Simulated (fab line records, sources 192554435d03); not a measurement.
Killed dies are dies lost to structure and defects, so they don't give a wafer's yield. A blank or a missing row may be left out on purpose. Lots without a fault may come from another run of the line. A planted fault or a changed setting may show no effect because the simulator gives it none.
Split-lot experiment | flow n5_finfet | 7 lots, 21 wafers read, on a route of 1938 steps

THE SPLIT
At N5_BEOL_M13_COAT_65 (time 60 s, resist thk 350 nm), the setting spin_rpm was moved away from the recipe's 1500 rpm on 8 of the 21 wafers read, by -4.1% to +11.1%. The other wafers ran this setting at the recipe's value.

The reading is taken at the split's own step.

THE READING
SOC_of_BEOL_M13_COAT_65.thk_nm (the simulator's own value, which no gauge read), in nm, at N5_BEOL_M13_COAT_65 (time 60 s, resist thk 350 nm). The file gives no usual value for it. The 13 wafers here that ran the recipe average 350.0 nm, standard deviation 0.62 nm.

wafer  | tool, chamber at the split | spin_rpm as run, rpm | against the recipe | SOC_of_BEOL_M13_COAT_65.thk_nm, nm | against lot-mates on the recipe
L075.3 | litho_track-01, 0          | 1500                 | recipe             | 350                                | -
L075.5 | litho_track-01, 0          | 1500                 | recipe             | 350.4                              | -
L075.6 | litho_track-01, 0          | 1500                 | recipe             | 349.4                              | -
L080.1 | litho_track-04, 0          | 1666                 | +11.1%             | 332.2                              | -18.0
L080.2 | litho_track-04, 0          | 1666                 | +11.1%             | 332.2                              | -18.0
L080.4 | litho_track-04, 0          | 1500                 | recipe             | 350.2                              | -
L081.1 | litho_track-02, 0          | 1607                 | +7.1%              | 337.8                              | -11.6
L081.4 | litho_track-02, 0          | 1500                 | recipe             | 349.4                              | -
L081.6 | litho_track-02, 0          | 1607                 | +7.1%              | 339.2                              | -10.2
L087.1 | litho_track-01, 0          | 1500                 | recipe             | 349.8                              | -
L087.3 | litho_track-01, 0          | 1500                 | recipe             | 349.4                              | -
L087.4 | litho_track-01, 0          | 1500                 | recipe             | 350.4                              | -
L089.2 | litho_track-02, 0          | 1630                 | +8.7%              | 335.4                              | -14.2
L089.4 | litho_track-02, 0          | 1500                 | recipe             | 349.6                              | -
L089.5 | litho_track-02, 0          | 1630                 | +8.7%              | 336.4                              | -13.2
L090.1 | litho_track-01, 0          | 1647                 | +9.8%              | 334.6                              | -16.6
L090.2 | litho_track-01, 0          | 1500                 | recipe             | 351.6                              | -
L090.5 | litho_track-01, 0          | 1500                 | recipe             | 350.8                              | -
L094.1 | litho_track-01, 0          | 1500                 | recipe             | 349.8                              | -
L094.5 | litho_track-01, 0          | 1438                 | -4.1%              | 356.6                              | +6.9
L094.6 | litho_track-01, 0          | 1500                 | recipe             | 349.6                              | -

THE FIT
A straight line over all 21 wafers: SOC_of_BEOL_M13_COAT_65.thk_nm changes by -1.61 nm for each +1% of spin_rpm; r = -1.00; the points scatter about the line by 0.59 nm.
The same after taking each lot's own level away (the mean of its wafers on the recipe; 21 wafers): -1.62 nm for each +1%; r = -1.00; scatter 0.48 nm.
On that fit, the largest move of spin_rpm shifts the reading by 18 nm.
The lots' own levels span 349.40 to 351.20 nm, that is 2.9 times the standard deviation above.
So the lot-to-lot level changes the slope little: the two slopes agree.
Check: with one of the wafers moved furthest among these (+11.1%) left out of the fit, the line predicts -17.8 nm for it against its lot-mates. It came out at -18 nm against them.

OTHER SPLITS ON THESE WAFERS
These wafers also went through other splits before the reading. Each is held against what the fit with the lots' levels taken away leaves over:
other split on the same wafers    | wafers away from the commonest value | r with SOC_of_BEOL_M13_COAT_65.thk_nm (lot level and that fit taken away)
N5_BEOL_M9_HM_DEP_02 target_thk_a | 8                                    | -0.06
N5_BEOL_M10_ETCH_62 time_s        | 9                                    | -0.30
N5_BEOL_M10_COAT_64 spin_rpm      | 7                                    | +0.14
N5_BEOL_M11_TRENCH_ETCH_37 bias_w | 10                                   | +0.04

THE FILE'S OWN FIT
SOC_of_BEOL_M13_COAT_65.thk_nm changes by -1.62 nm for each +1% of spin_rpm, r = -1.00.
